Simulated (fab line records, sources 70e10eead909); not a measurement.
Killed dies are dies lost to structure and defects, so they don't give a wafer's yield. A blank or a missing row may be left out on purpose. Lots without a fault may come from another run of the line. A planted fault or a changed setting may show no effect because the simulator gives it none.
fab line records | flow nand_harc | part 1 of 2: steps 1 to 31 of 40
record lots=5 wafers=15 last_day=32
route steps=1302 shown A_BONDPAD@1224 HYBRID_BOND@1237 THIN_TSV@1244
lots that met no fault: from a run of the same line without faults
start_h: hours from the record's first day to the start of the lot's first wafer shown | wait_h: hours since the lot's step before | " the same as in the row above | L1.1+2: a row that stands for several wafers | - no value, or no start given | * or withheld: withheld | < > ~ a bound
route shown NAME@n: a module of which the file shows steps, and the number in the route of the first | usual: mean/standard deviation of fault-free wafers | same: alike in all rows | chamber/n: place in a boat | sites: the reading at each site | _std_site: their standard deviation | _edge_site: outer sites' mean less inner sites' | radius_mm: how far each site lies from the wafer's centre | mask NAME#n: copy n | behind: the tool/chamber that last shaped the wafer | hold: why the lot was held/for how many hours/how that ended | device: the transistor (n, p or np) that didn't switch | end of line: the same wafers' tests at the end of the route | a step without rows: its recipe alone | killed: dies lost to structure and defects at the first sort, not the wafer's yield | map: a wafer's dies, x killed, . not, _ none there
set.NAME: the setting as run; set.NAME@STEP: as run at that earlier step | model.NAME: the simulator's own value behind a step, which no gauge read
lots at some steps of the route; a table a step, a row a wafer
services: from which hour (start_h, from the record's first day; less than 0 if before it) a tool's chamber was out of use, for how many hours, and why
## steps
# step NHARC_A_BONDPAD_STRIP_16
# recipe time_s=600 temp_c=30 chemistry=post_etch_residue_remover
# columns lot.wafer tool chamber start_h wait_h
L083.5+2+4 wet_bench-10 1,2,5 632.86 -
L084.3+6+4 wet_bench-08 0,1,3 638.15 -
L085.4+1+5 wet_bench-10 4,5,1 641.73 -
L088.2+3+1 wet_bench-10 7,2,3 674.30 -
L092.4+6+5 wet_bench-08 4,5,6 723.52 -
# step NHARC_A_BONDPAD_DEGAS_25
# recipe temp_c=300 time_s=60
# usual heater_power_w=467/49
# columns lot.wafer tool chamber start_h wait_h heater_power_w
L083.2 pvd_sputter-02 - 633.13 - 462
L083.4 " - " " 464
L083.5 " - " " 394
L084.4 pvd_sputter-01 - 638.41 - 476
L084.3 " - " " 405
L084.6 " - " " 485
L085.1 pvd_sputter-03 - 642.00 - 432
L085.4 " - " " 550
L085.5 " - " " 439
L088.1 pvd_sputter-02 - 674.56 - 453
L088.2 " - " " 489
L088.3 " - " " 469
L092.4 pvd_sputter-03 - 723.78 - 552
L092.6 " - " " 447
L092.5 " - " " 572
# step NHARC_A_BONDPAD_PRE_CLEAN_26
# recipe time_s=30 temp_c=280 gas=H2/He
# usual heater_power_w=417/45
# columns lot.wafer tool chamber start_h wait_h heater_power_w
L083.2 pvd_sputter-02 - - - 417
L083.4 " - " " 351
L083.5 " - " " 409
L084.4 pvd_sputter-01 - - - 461
L084.3 " - " " 407
L084.6 " - " " 350
L085.1 pvd_sputter-03 - - - 496
L085.4 " - " " 399
L085.5 " - " " 487
L088.3 pvd_sputter-02 - - - 397
L088.1 " - " " 426
L088.2 " - " " 407
L092.4 pvd_sputter-03 - - - 467
L092.5 " - " " 401
L092.6 " - " " 505
# step NHARC_A_BONDPAD_PVD_17
# recipe target_thk_a=50 bias_v=168.6 power_w=15000 chamber_pressure_pa=0.12 time_s=8.06 substrate_temp_c=50 material=TaN
# usual throttle_valve_pct=29.7/1.1
# columns lot.wafer tool chamber start_h wait_h throttle_valve_pct
L083.4 pvd_sputter-02 - - - 31.5
L083.2 " - " " 29.8
L083.5 " - " " 27.8
L084.4 pvd_sputter-01 - - - 28.6
L084.3 " - " " 29.6
L084.6 " - " " 32.5
L085.4 pvd_sputter-03 - - - 29.8
L085.1 " - " " 29.4
L085.5 " - " " 29.5
L088.1 pvd_sputter-02 - - - 28.1
L088.2 " - " " 30.8
L088.3 " - " " 29.4
L092.4 pvd_sputter-03 - - - 28.6
L092.6 " - " " 28.4
L092.5 " - " " 30.2
# step NHARC_A_BONDPAD_PVD_27
# recipe target_thk_a=300 chamber_pressure_pa=5 power_w=5000 substrate_temp_c=30 time_s=20.49 material=Cu
# usual throttle_valve_pct=29.7/1.1
# columns lot.wafer tool chamber start_h wait_h throttle_valve_pct
L083.4 pvd_sputter-02 - - - 29.4
L083.2 " - " " 30.4
L083.5 " - " " 31.5
L084.4 pvd_sputter-01 - - - 29.9
L084.3 " - " " 28.5
L084.6 " - " " 29.7
L085.1 pvd_sputter-03 - - - 29.5
L085.4 " - " " 29.8
L085.5 " - " " 30.0
L088.2 pvd_sputter-02 - - - 29.9
L088.1 " - " " 28.4
L088.3 " - " " 31.0
L092.4 pvd_sputter-03 - - - 29.0
L092.5 " - " " 28.1
L092.6 " - " " 30.3
# step NHARC_A_BONDPAD_ECD_18
# recipe target_thk_a=4000 bath_temp_c=25 material=Cu
# columns lot.wafer tool chamber start_h wait_h
L083.2+4+5 ecd_cu-01 1,0,1 633.48 -
L084.3+4+6 ecd_cu-01 1,0,0 638.87 -
L085.1+4+5 ecd_cu-02 0,1,1 642.37 -
L088.2+1+3 ecd_cu-02 1,0,0 674.91 -
L092.4+6+5 ecd_cu-02 1,0,1 724.29 -
# step NHARC_A_BONDPAD_ANNEAL_28
# recipe temp_c=225 time_s=90
# usual wafer_temp_C_max=225.9/0.32
# columns lot.wafer tool chamber start_h wait_h wafer_temp_C_max
L083.2 rtp_anneal-02 0 633.90 - 226.1
L083.4 " 0 " " 225.8
L083.5 " 0 " " 226.1
L084.3 rtp_anneal-01 0 639.26 0.3 225.3
L084.4 " 0 " " 225.8
L084.6 " 0 " " 225.8
L085.1 rtp_anneal-02 0 642.75 - 226.1
L085.4 " 0 " " 226.2
L085.5 " 0 " " 226.0
L088.1 rtp_anneal-02 0 675.29 - 226.0
L088.2 " 0 " " 225.9
L088.3 " 0 " " 226.1
L092.4 rtp_anneal-01 0 724.68 0.3 225.6
L092.5 " 0 " " 225.7
L092.6 " 0 " " 225.4
# step NHARC_A_BONDPAD_CMP_19
# recipe t_overpolish_s=30 cu_recess_touch_s=16 target_thk_nm=169.82
# usual edge_zone_pressure_frac=1.000/0.0053 motor_current_A=12.1/1.2 overpolish_run_s=30.001/0.0094 retaining_ring_pressure_frac=1.000/0.005
# columns lot.wafer tool chamber start_h wait_h edge_zone_pressure_frac motor_current_A overpolish_run_s retaining_ring_pressure_frac
L083.2 cmp-04 2 634.22 - 1.003 11.1 30.002 0.997
L083.4 " 3 " " 1.003 13.0 30.012 1.004
L083.5 " 2 " " 1.006 12.0 29.992 1.001
L084.4 cmp-03 3 639.50 - 0.998 11.8 29.993 0.998
L084.3 " 2 " " 0.994 11.6 30.012 1.002
L084.6 " 3 " " 1.003 11.6 29.987 1.003
L085.4 cmp-02 0 643.09 - 0.997 11.9 29.993 0.996
L085.1 " 2 " " 1.006 11.6 29.993 0.999
L085.5 " 0 " " 0.994 12.3 29.999 1.002
L088.1 cmp-02 1 675.64 - 1.002 12.5 30.016 1.002
L088.3 " 2 " " 0.996 10.4 30.003 0.996
L088.2 " 3 " " 1.000 15.1 29.998 1.002
L092.4 cmp-04 3 724.90 - 1.001 13.5 30.004 0.995
L092.6 " 2 " " 0.996 11.6 30.007 0.999
L092.5 " 3 " " 0.995 13.2 30.007 0.995
# step NHARC_A_BONDPAD_THK_MEAS_20
# recipe thk_meas_gauge=xrf
# usual thk_nm=170.0/1.5
# columns lot.wafer tool chamber start_h wait_h thk_nm
L083.2 film_metro-02 - 634.52 - 169.0
L083.4 " - " " 166.9
L083.5 " - " " 167.4
L084.3 film_metro-01 - 639.82 - 170.1
L084.4 " - " " 171.6
L084.6 " - " " 168.9
L085.1 film_metro-02 - 643.42 - 167.5
L085.4 " - " " 170.1
L085.5 " - " " 171.0
L088.1 film_metro-02 - 675.96 - 171.5
L088.2 " - " " 169.0
L088.3 " - " " 168.0
L092.4 film_metro-02 - 725.20 - 169.0
L092.5 " - " " 169.3
L092.6 " - " " 168.1
# step NHARC_A_BONDPAD_SRD_21
# recipe time_s=30 temp_c=23 dry_time_s=20 spin_rpm=1500
# usual co2_resistivity_mohm_cm=0.2000/0.002
# columns lot.wafer tool chamber start_h wait_h co2_resistivity_mohm_cm
L083.4 wet_bench-08 5 634.56 0.0 0.1986
L083.5 " 6 " " 0.2045
L083.2 " 0 " " 0.2000
L084.3 wet_bench-10 5 639.87 0.1 0.1967
L084.6 " 6 " " 0.2023
L084.4 " 7 " " 0.1977
L085.1 wet_bench-10 0 643.46 0.0 0.1986
L085.4 " 2 " " 0.1988
L085.5 " 5 " " 0.2009
L088.3 wet_bench-10 2 676.00 0.0 0.1992
L088.1 " 4 " " 0.2001
L088.2 " 6 " " 0.1998
L092.4 wet_bench-08 0 725.24 0.0 0.1977
L092.5 " 2 " " 0.1984
L092.6 " 4 " " 0.1997
# step NHARC_A_BONDPAD_INSPECT_23
# usual raw_defect_count=546/140
# columns lot.wafer tool chamber start_h wait_h raw_defect_count
L083.2 defect_inspect-02 - 634.72 0.0 635
L083.4 " - " " 568
L083.5 " - " " 588
L084.3 defect_inspect-02 - 640.02 0.0 476
L084.4 " - " " 408
L084.6 " - " " 421
L085.1 defect_inspect-01 - 643.62 0.0 630
L085.4 " - " " 527
L085.5 " - " " 512
L088.1 defect_inspect-01 - 676.21 0.0 589
L088.2 " - " " 614
L088.3 " - " " 476
L092.4 defect_inspect-02 - 725.40 0.0 493
L092.5 " - " " 455
L092.6 " - " " 376
# step NHARC_HYBRID_BOND_ACTIVATE_00
# recipe time_s=60 n2_flow_sccm=200 ar_flow_sccm=0 bias_power_w=0 chemistry=N2
# usual drypump_motor_current_A=5.48/0.28 oes_product_au=1.003/0.0096 rf_vpp_V=64.0/0.95 showerhead_plenum_p_Torr=1.74/0.054
# same bias_power_w=0
# columns lot.wafer tool chamber start_h wait_h drypump_motor_current_A oes_product_au rf_hours_counter_h rf_vpp_V showerhead_plenum_p_Torr
L083.2 rie_diel-10 2 634.82 0.1 5.58 1.012 3 64.9 1.73
L083.5 " 1 " " 5.10 1.002 - 64.1 1.68
L083.4 " 2 " " 5.57 1.016 - 64.2 1.73
L084.3 rie_diel-10 2 640.10 0.1 5.55 1.020 3 63.9 1.73
L084.4 " 1 " " 5.06 1.009 - 64.8 1.68
L084.6 " 3 " " 5.78 0.999 - 63.4 1.71
L085.1 rie_diel-10 2 643.71 0.1 5.58 1.027 4 64.5 1.73
L085.4 " 1 " " 5.10 1.005 - 63.9 1.68
L085.5 " 2 " " 5.57 1.022 - 63.7 1.73
L088.1 rie_diel-10 1 676.27 0.1 5.08 1.000 6 64.3 1.68
L088.3 " 2 " " 5.55 1.013 9 65.6 1.73
L088.2 " 0 " " 5.27 1.002 4 63.2 1.81
L092.4 rie_diel-10 0 725.46 0.1 5.27 0.990 9 63.3 1.81
L092.5 " 0 " " 5.29 1.007 - 62.0 1.81
L092.6 " 1 " " 5.08 1.005 - 61.8 1.68
# step NHARC_HYBRID_BOND_PRECLEAN_01
# recipe time_s=300 temp_c=23 chemistry=DIW
# columns lot.wafer tool chamber start_h wait_h
L083.4+5+2 wet_bench-08 1,4,6 634.96 0.1
L084.4+6+3 wet_bench-08 1,2,4 640.28 0.1
L085.5+4+1 wet_bench-08 0,2,5 643.91 0.1
L088.2+1+3 wet_bench-10 6,7,0 676.45 0.1
L092.5+6+4 wet_bench-08 2,3,6 725.61 0.1
# step NHARC_HYBRID_BOND_SRD_02
# recipe time_s=30 temp_c=23 dry_time_s=20 spin_rpm=1500
# usual co2_resistivity_mohm_cm=0.2001/0.0021
# columns lot.wafer tool chamber start_h wait_h co2_resistivity_mohm_cm
L083.4 wet_bench-08 1 - - 0.2046
L083.5 " 4 " " 0.2033
L083.2 " 6 " " 0.2017
L084.4 wet_bench-08 1 - - 0.2026
L084.6 " 2 " " 0.1993
L084.3 " 4 " " 0.2035
L085.5 wet_bench-08 0 - - 0.2012
L085.4 " 2 " " 0.1979
L085.1 " 5 " " 0.2024
L088.2 wet_bench-10 6 - - 0.1953
L088.1 " 7 " " 0.1969
L088.3 " 0 " " 0.1993
L092.5 wet_bench-08 2 - - 0.2012
L092.6 " 3 " " 0.1986
L092.4 " 6 " " 0.1995
# step NHARC_HYBRID_BOND_BOND_03
# recipe temp_c=25
# columns lot.wafer tool chamber start_h wait_h
L083.2+4+5 wafer_bonder-01 0 635.36 -
L084.3+4+6 wafer_bonder-01 0 640.81 -
L085.1+4+5 wafer_bonder-01 0 644.16 -
L088.1+2+3 wafer_bonder-01 0 676.68 -
L092.4+5+6 wafer_bonder-01 0 726.59 -
# step NHARC_HYBRID_BOND_ANNEAL_04
# recipe temp_c=300 time_s=7200 ramp_up_c_per_min=5 ramp_down_c_per_min=3 idle_temp_c=100 pressure_atm=1
# usual spike_tc_bottom_C=324.2/1.6 spike_tc_lower_C=299.6/1.3 spike_tc_upper_C=299.4/1
# columns lot.wafer tool chamber start_h wait_h spike_tc_bottom_C spike_tc_lower_C spike_tc_upper_C
L083.2 furnace-06 0 639.79 4.3 326.7 301.3 299.3
L083.4 " 0 " " 325.5 298.1 301.0
L083.5 " 0 " " 325.3 299.6 298.1
L084.3 furnace-05 0 644.83 3.9 323.3 298.5 299.8
L084.4 " 0 " " 323.8 299.1 300.6
L084.6 " 0 " " 323.0 300.3 298.2
L085.1 furnace-05 0 652.74 8.4 322.5 299.4 299.5
L085.4 " 0 " " 324.8 299.1 296.7
L085.5 " 0 " " 322.6 301.4 298.3
L088.1 furnace-05 0 681.20 4.4 324.0 297.6 298.3
L088.2 " 0 " " 322.3 300.1 300.5
L088.3 " 0 " " 320.8 298.6 298.8
L092.4 furnace-05 0 730.78 4.0 322.5 300.1 299.2
L092.5 " 0 " " 323.9 299.5 297.9
L092.6 " 0 " " 322.6 301.5 298.9
# step NHARC_HYBRID_BOND_OVL_MEAS_05
# usual overlay_x_nm=3/34 overlay_y_nm=-3/31
# columns lot.wafer tool chamber start_h wait_h overlay_x_nm overlay_y_nm
L083.2 overlay-02 - 644.48 0.4 17 22
L083.4 " - " " 47 -21
L083.5 " - " " -50 -9
L084.3 overlay-01 - 649.61 0.4 -9 42
L084.4 " - " " -1 54
L084.6 " - " " 67 16
L085.1 overlay-01 - 657.47 0.4 -40 22
L085.4 " - " " -9 35
L085.5 " - " " -62 -23
L088.1 overlay-01 - 685.85 0.4 -7 -22
L088.2 " - " " 7 -13
L088.3 " - " " 64 46
L092.4 overlay-02 - 735.58 0.4 -50 47
L092.5 " - " " 4 -55
L092.6 " - " " 19 19
# step NHARC_HYBRID_BOND_INSPECT_06
# recipe inspect_instrument=ir_void
# usual raw_defect_count=85/37
# columns lot.wafer tool chamber start_h wait_h raw_defect_count
L083.2 defect_inspect-02 - 644.54 0.1 134
L083.4 " - " " 139
L083.5 " - " " 140
L084.3 defect_inspect-02 - 649.67 0.1 75
L084.4 " - " " 59
L084.6 " - " " 63
L085.1 defect_inspect-02 - 657.52 0.0 97
L085.4 " - " " 99
L085.5 " - " " 96
L088.1 defect_inspect-02 - 685.90 0.0 117
L088.2 " - " " 106
L088.3 " - " " 107
L092.4 defect_inspect-01 - 735.64 0.1 80
L092.5 " - " " 88
L092.6 " - " " 72
# step NHARC_THIN_TSV_GRIND_00
# recipe target_thk_um=6
# usual motor_current_A=12.001/0.022
# columns lot.wafer tool chamber start_h wait_h motor_current_A
L083.2 grinder-01 0 645.28 0.7 12.003
L083.4 " 0 " " 11.979
L083.5 " 0 " " 12.027
L084.3 grinder-01 0 650.21 0.5 11.990
L084.4 " 0 " " 12.013
L084.6 " 0 " " 11.989
L085.1 grinder-01 0 657.67 0.1 12.021
L085.4 " 0 " " 11.994
L085.5 " 0 " " 12.016
L088.1 grinder-01 0 686.05 0.1 12.022
L088.2 " 0 " " 12.008
L088.3 " 0 " " 12.006
L092.4 grinder-01 0 745.56 9.9 11.990
L092.5 " 0 " " 12.031
L092.6 " 0 " " 11.974
# step NHARC_THIN_TSV_CMP_01
# recipe target_thk_um=3
# usual edge_zone_pressure_frac=1.001/0.0048 motor_current_A=12.2/1.1 retaining_ring_pressure_frac=1.000/0.0053
# columns lot.wafer tool chamber start_h wait_h edge_zone_pressure_frac motor_current_A retaining_ring_pressure_frac
L083.4 cmp-01 3 646.33 0.5 1.009 12.7 1.004
L083.2 " 0 " " 1.007 11.2 0.992
L083.5 " 2 " " 0.995 11.4 1.000
L084.3 cmp-01 3 651.08 0.7 0.997 12.1 0.999
L084.4 " 0 " " 0.998 12.2 0.998
L084.6 " 2 " " 1.009 11.9 1.005
L085.4 cmp-02 1 658.89 0.4 0.997 12.3 0.997
L085.1 " 3 " " 0.998 15.2 0.987
L085.5 " 2 " " 1.002 11.2 1.000
L088.2 cmp-04 0 687.28 0.8 1.003 12.5 0.992
L088.3 " 2 " " 1.010 11.5 1.000
L088.1 " 3 " " 0.996 13.0 1.010
L092.4 cmp-01 0 746.18 0.4 0.996 11.9 1.000
L092.6 " 0 " " 1.001 11.3 1.003
L092.5 " 1 " " 0.994 12.1 1.000
# step NHARC_THIN_TSV_THK_MEAS_02
# recipe thk_meas_gauge=ir
# usual thk_nm=3033/200
# columns lot.wafer tool chamber start_h wait_h thk_nm
L083.2 film_metro-01 - 646.57 - 3204
L083.4 " - " " 3284
L083.5 " - " " 3086
L084.3 film_metro-01 - 651.29 - 2809
L084.4 " - " " 2426
L084.6 " - " " 2690
L085.1 film_metro-02 - 659.16 - 2763
L085.4 " - " " 2556
L085.5 " - " " 2650
L088.1 film_metro-02 - 687.54 - 3006
L088.2 " - " " 3278
L088.3 " - " " 2932
L092.4 film_metro-01 - 746.45 0.2 3135
L092.5 " - " " 2932
L092.6 " - " " 3385
# step NHARC_THIN_TSV_SRD_03
# columns lot.wafer tool chamber start_h wait_h
L083.4+2+5 wet_bench-10 7,0,3 646.61 0.0
L084.6+3+4 wet_bench-10 5,7,0 651.33 0.0
L085.4+1+5 wet_bench-10 6,0,3 659.20 0.0
L088.3+1+2 wet_bench-10 3,4,6 687.58 0.0
L092.4+5+6 wet_bench-08 5,7,0 746.49 0.0
# step NHARC_THIN_TSV_PRECLEAN_41
# recipe time_s=* temp_c=50 bath_age_min=0 chemistry=SC1
# columns lot.wafer tool chamber start_h wait_h
L083.4+2+5 wet_bench-10 7,0,3 646.64 0.0
L084.6+3+4 wet_bench-10 5,7,0 651.36 0.0
L085.4+1+5 wet_bench-10 6,0,3 659.22 0.0
L088.3+1+2 wet_bench-10 3,4,6 687.61 0.0
L092.4+5+6 wet_bench-08 5,7,0 746.51 0.0
# step NHARC_THIN_TSV_SRD_42
# columns lot.wafer tool chamber start_h wait_h
L083.4+2+5 wet_bench-10 7,0,3 - -
L084.6+3+4 wet_bench-10 5,7,0 - -
L085.4+1+5 wet_bench-10 6,0,3 - -
L088.3+1+2 wet_bench-10 3,4,6 - -
L092.4+5+6 wet_bench-08 5,7,0 - -
# step NHARC_THIN_TSV_DEP_43
# recipe target_thk_a=13285 temp_c=withheld pressure_torr=6.5 rf_w=900 teos_flow_sccm=161.4 flow_sccm=2650 target_thk_nm=1328.5 gas=O2 material=SiO2
# usual showerhead_vpp_V=1870/120 throttle_valve_pct=16.6/0.55
# columns lot.wafer tool chamber start_h wait_h showerhead_vpp_V throttle_valve_pct
L083.2 pecvd-04 2 646.79 - 1870 15.9
L083.4 " 2 " " 1880 16.0
L083.5 " 0 " " 2032 17.3
L084.3 pecvd-01 2 651.52 - 1706 17.0
L084.4 " 0 " " 1708 17.4
L084.6 " 1 " " 1989 16.4
L085.1 pecvd-01 0 659.38 - 1727 17.0
L085.4 " 0 " " 1722 17.2
L085.5 " 2 " " 1682 16.7
L088.2 pecvd-04 2 687.76 - 1900 16.0
L088.1 " 0 " " 2026 17.5
L088.3 " 1 " " 1896 16.3
L092.4 pecvd-01 1 746.80 - 2001 16.6
L092.6 " 2 " " 1687 16.4
L092.5 " 0 " " 1729 16.7
# step NHARC_THIN_TSV_DEHYDRATE_04
# recipe temp_c=150 time_s=120
# columns lot.wafer tool chamber start_h wait_h
L083.2+4+5 litho_track-05 0 647.20 -
L084.3+4+6 litho_track-07 0 651.93 -
L085.1+4+5 litho_track-03 0 659.78 -
L088.1+2+3 litho_track-03 0 688.16 -
L092.4+5+6 litho_track-03 0 747.08 -
# step NHARC_THIN_TSV_HMDS_05
# recipe time_s=30
# columns lot.wafer tool chamber start_h wait_h
L083.2+4+5 litho_track-05 0 - -
L084.3+4+6 litho_track-07 0 - -
L085.1+4+5 litho_track-03 0 - -
L088.1+2+3 litho_track-03 0 - -
L092.4+5+6 litho_track-03 0 - -
# step NHARC_THIN_TSV_COAT_06
# recipe spin_rpm=*
# columns lot.wafer tool chamber start_h wait_h
L083.2+4+5 litho_track-05 0 - -
L084.3+4+6 litho_track-07 0 - -
L085.1+4+5 litho_track-03 0 - -
L088.1+2+3 litho_track-03 0 - -
L092.4+5+6 litho_track-03 0 - -
# step NHARC_THIN_TSV_SOFTBAKE_07
# recipe temp_c=122 time_s=95
# columns lot.wafer tool chamber start_h wait_h
L083.2+4+5 litho_track-05 0 - -
L084.3+4+6 litho_track-07 0 - -
L085.1+4+5 litho_track-03 0 - -
L088.1+2+3 litho_track-03 0 - -
L092.4+5+6 litho_track-03 0 - -
# step NHARC_THIN_TSV_EBR_08
# columns lot.wafer tool chamber start_h wait_h
L083.2+4+5 litho_track-05 0 - -
L084.3+4+6 litho_track-07 0 - -
L085.1+4+5 litho_track-03 0 - -
L088.1+2+3 litho_track-03 0 - -
L092.4+5+6 litho_track-03 0 - -
# step NHARC_THIN_TSV_EXPOSE_09
# recipe na=0.55 dose_mj=30.7 mask_id=TSV
# same na=0.55
# columns lot.wafer tool chamber start_h wait_h mask
L083.2+4+5 krf_scanner-03 0 647.35 - TSV#0
L084.3+4+6 krf_scanner-03 0 652.08 - TSV#0
L085.1+4+5 krf_scanner-03 0 659.93 - TSV#0
L088.1+2+3 krf_scanner-02 0 688.43 - TSV#0
L092.4+5+6 krf_scanner-01 0 747.36 - TSV#0
